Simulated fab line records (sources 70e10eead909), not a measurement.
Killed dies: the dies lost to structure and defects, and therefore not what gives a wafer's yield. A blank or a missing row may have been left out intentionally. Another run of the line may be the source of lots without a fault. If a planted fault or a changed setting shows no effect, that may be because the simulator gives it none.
What tool caused it? :: flow nand-harc :: 39 wafers from 13 lots sampled at 5 of the route's 1159 steps

WHAT THE GAUGES SHOWED, per wafer
NHARC_P_M1_CD_MEAS_09: the cd target is 130 nm.
lot: L897
measured: day 6 01:14
on: cd-sem-03
cd-nm (nm): 131.4 131.2 129.4

lot: L898
measured: day 6 10:38
on: cd-sem-02
cd-nm (nm): 131.4 130.6 131.0

lot: L899
measured: day 6 14:17
on: cd-sem-02
cd-nm (nm): 130.9 131.6 131.3

lot: L901
measured: day 7 03:29
on: cd-sem-03
cd-nm (nm): 131.7 131.9 131.2

lot: L900
measured: day 7 04:17
on: cd-sem-02
cd-nm (nm): 131.3 132.6 131.7

lot: L906
measured: day 8 02:32
on: cd-sem-03
cd-nm (nm): 130.5 130.8 130.2

lot: L905
measured: day 8 06:19
on: cd-sem-02
cd-nm (nm): 130.7 130.6 130.5

lot: L910
measured: day 9 13:44
on: cd-sem-03
cd-nm (nm): 131.1 131.0 131.7

lot: L907
measured: day 9 14:37
on: cd-sem-02
cd-nm (nm): 131.5 131.1 130.9

lot: L908
measured: day 9 15:19
on: cd-sem-03
cd-nm (nm): 131.2 130.7 130.5

lot: L912
measured: day 10 00:34
on: cd-sem-02
cd-nm (nm): 131.1 131.0 130.5

lot: L916
measured: day 10 21:14
on: cd-sem-03
cd-nm (nm): 131.5 131.0 131.5

lot: L919
measured: day 11 10:38
on: cd-sem-02
cd-nm (nm): 131.4 130.6 130.8

NHARC_P_M1_CD_MEAS_16.
lot: L897
measured: day 6 01:44
on: cd-sem-03
cd-nm (nm): 130.5 132.8 130.2

lot: L898
measured: day 6 11:10
on: cd-sem-02
cd-nm (nm): 129.9 130.8 132.6

lot: L899
measured: day 6 14:47
on: cd-sem-03
cd-nm (nm): 131.0 130.9 131.0

lot: L901
measured: day 7 03:59
on: cd-sem-03
cd-nm (nm): 133.8 130.7 131.1

lot: L900
measured: day 7 04:47
on: cd-sem-03
cd-nm (nm): 131.2 132.4 133.7

lot: L906
measured: day 8 03:01
on: cd-sem-03
cd-nm (nm): 131.8 129.0 131.2

lot: L905
measured: day 8 06:48
on: cd-sem-03
cd-nm (nm): 131.0 129.6 130.5

lot: L910
measured: day 9 14:14
on: cd-sem-03
cd-nm (nm): 129.9 131.5 130.6

lot: L907
measured: day 9 15:07
on: cd-sem-02
cd-nm (nm): 131.3 130.9 131.4

lot: L908
measured: day 9 15:49
on: cd-sem-03
cd-nm (nm): 130.7 131.1 130.6

lot: L912
measured: day 10 01:04
on: cd-sem-03
cd-nm (nm): 132.1 131.1 129.9

lot: L916
measured: day 10 21:44
on: cd-sem-02
cd-nm (nm): 131.2 131.1 131.8

lot: L919
measured: day 11 11:08
on: cd-sem-02
cd-nm (nm): 131.5 131.3 131.4

NHARC_P_M2_OVL_MEAS_10: pitch 340 nm.
lot: L897
measured: day 6 05:23
on: overlay-01
overlay-x-nm (nm): 1.1 0.4 0.9
overlay-y-nm (nm): -0.1 -0.1 -0.6

lot: L898
measured: day 6 14:55
on: overlay-02
overlay-x-nm (nm): -0.3 -0.4 -0.9
overlay-y-nm (nm): -0.4 -0.2 -0.1

lot: L899
measured: day 6 18:33
on: overlay-01
overlay-x-nm (nm): -0.2 0.1 -0.4
overlay-y-nm (nm): -0.5 -0.9 -1.1

lot: L901
measured: day 7 07:47
on: overlay-01
overlay-x-nm (nm): 0.2 0.9 0.4
overlay-y-nm (nm): -0.5 -0.1 -0.4

lot: L900
measured: day 7 08:47
on: overlay-02
overlay-x-nm (nm): -0.8 -1.4 -1.2
overlay-y-nm (nm): -0.5 -0.6 -0.2

lot: L906
measured: day 8 06:42
on: overlay-02
overlay-x-nm (nm): -0.4 0.3 0.4
overlay-y-nm (nm): -0.5 -1.0 -0.6

lot: L905
measured: day 8 10:28
on: overlay-02
overlay-x-nm (nm): 0.4 0.4 0.1
overlay-y-nm (nm): 0.5 0.2 1.1

lot: L910
measured: day 9 17:52
on: overlay-01
overlay-x-nm (nm): -0.6 -0.7 -0.7
overlay-y-nm (nm): -1.7 -1.6 -0.9

lot: L907
measured: day 9 18:53
on: overlay-01
overlay-x-nm (nm): 0.4 0.3 1.0
overlay-y-nm (nm): 0.5 0.0 0.2

lot: L908
measured: day 9 19:50
on: overlay-01
overlay-x-nm (nm): 0.6 0.2 0.7
overlay-y-nm (nm): 0.9 0.6 0.6

lot: L912
measured: day 10 05:18
on: overlay-01
overlay-x-nm (nm): -1.1 -1.1 -0.6
overlay-y-nm (nm): 0.8 0.1 0.5

lot: L916
measured: day 11 01:29
on: overlay-01
overlay-x-nm (nm): -0.5 -0.4 0.0
overlay-y-nm (nm): 0.6 0.8 0.9

lot: L919
measured: day 11 15:03
on: overlay-01
overlay-x-nm (nm): -0.4 -0.3 -0.1
overlay-y-nm (nm): 0.6 0.7 0.7

NHARC_END_SORT_01.
lot: L907
measured: day 22 16:49
on: prober-02
defect-limited-yield (%): 95.6 94.7 96.2
killed-at-array: 25 36 23
killed-at-other: 0 0 1
killed-at-periphery: 5 0 2
killed-dies: 30 36 26
killed-open: 2 2 3
killed-short: 1 1 0
sort_bin_2_pct (%): 1.6 2.1 1.2
sort_bin_3_pct (%): 0.30 0.59 0.15
sort_bin_4_pct (%): 2.5 2.7 2.5
sort-n-pass: 647 641 651
sort-rim-yield-pct (%): 94.3 96.2 90.6
sort-yield-pct (%): 95.6 94.7 96.2

WHAT TOOL EACH LOT RAN ON (gives the tool, then ch and the chambers of the sampled wafers, and finally the start)
lot: L897
NHARC_P_M2_SOFTBAKE_04: litho-track-04 ch 0, day 6 05:00

lot: L898
NHARC_P_M2_SOFTBAKE_04: litho-track-06 ch 0, day 6 14:00

lot: L899
NHARC_P_M2_SOFTBAKE_04: litho-track-01 ch 0, day 6 18:00

lot: L901
NHARC_P_M2_SOFTBAKE_04: litho-track-06 ch 0, day 7 07:00

lot: L900
NHARC_P_M2_SOFTBAKE_04: litho-track-06 ch 0, day 7 08:00

lot: L906
NHARC_P_M2_SOFTBAKE_04: litho-track-01 ch 0, day 8 06:00

lot: L905
NHARC_P_M2_SOFTBAKE_04: litho-track-01 ch 0, day 8 10:00

lot: L910
NHARC_P_M2_SOFTBAKE_04: litho-track-01 ch 0, day 9 17:00

lot: L907
NHARC_P_M2_SOFTBAKE_04: litho-track-01 ch 0, day 9 18:00

lot: L908
NHARC_P_M2_SOFTBAKE_04: litho-track-06 ch 0, day 9 19:00

lot: L912
NHARC_P_M2_SOFTBAKE_04: litho-track-06 ch 0, day 10 04:00

lot: L916
NHARC_P_M2_SOFTBAKE_04: litho-track-04 ch 0, day 11 00:00

lot: L919
NHARC_P_M2_SOFTBAKE_04: litho-track-06 ch 0, day 11 14:00
- NHARC_P_M2_SOFTBAKE_04: time 55 s.

WHAT THE TOOLS THEMSELVES READ (means of the sampled wafers that have a number; where no wafer has one, the mark that the record gives instead)
NHARC_P_M2_SOFTBAKE_04.
lot: L897
tool: litho-track-04
heater-power-total-W (W): 188.37

lot: L898
tool: litho-track-06
heater-power-total-W (W): 188.67

lot: L899
tool: litho-track-01
heater-power-total-W (W): 188.43

lot: L901
tool: litho-track-06
heater-power-total-W (W): 188.48

lot: L900
tool: litho-track-06
heater-power-total-W (W): 188.56

lot: L906
tool: litho-track-01
heater-power-total-W (W): 188.40

lot: L905
tool: litho-track-01
heater-power-total-W (W): 188.69

lot: L910
tool: litho-track-01
heater-power-total-W (W): 212.68

lot: L907
tool: litho-track-01
heater-power-total-W (W): 212.61

lot: L908
tool: litho-track-06
heater-power-total-W (W): 188.48

lot: L912
tool: litho-track-06
heater-power-total-W (W): 188.33

lot: L916
tool: litho-track-04
heater-power-total-W (W): 188.56

lot: L919
tool: litho-track-06
heater-power-total-W (W): 188.49

THE ANSWER, worked out from the rows above alone
Rule: the usual values come from the lots themselves. Put in order of their means at a reading, lots are off if they are a third of the lots or fewer, leave a main group of 4 or more, and stand apart from it by a gap of 3 or more times the standard deviation of the main group's means; of several such gaps the widest counts. A main group is skipped when, at the precision printed for the reading in the tables above, its means are all equal. Also off: a lot with no number at a reading for which 4 or more lots have one. Where the step has rows for the other lots, those lots are counted as sound. Order of review: gauges by route order, followed by the tools' own readings, for which a lot's mean as printed above is used. The first step at which some lot is off is used, and at that step the reading that is off furthest; a lot without a number counts as furthest.
Off: L910, L907 (NHARC_P_M2_SOFTBAKE_04, heater-power-total-W). Mean 188.50 W and standard deviation 0.11 in the main group.
If a tool, at that step or one of the process steps before it, ran each lot that is off and ran no sound lot following the first of them, it fits. One candidate fits, namely litho-track-01 at NHARC_P_M2_SOFTBAKE_04. A fault onset in the window from L905 (day 8 10:00, its last sound lot) to L910 (day 9 17:00, its first lot off) fits.
On the lots that are off, the tool's own readings at NHARC_P_M2_SOFTBAKE_04 differ by more than 5 times the standard deviation of the sound lots' means, which bears it out; heater-power-total-W reads 212.65 W there versus 188.50 W on the sound lots.

WHAT THE SIMULATOR PUT IN
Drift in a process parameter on litho-track-01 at NHARC_P_M2_SOFTBAKE_04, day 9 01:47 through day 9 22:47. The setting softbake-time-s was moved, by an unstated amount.
Lots struck among those shown: L910, L907. The same result came from the rule above.
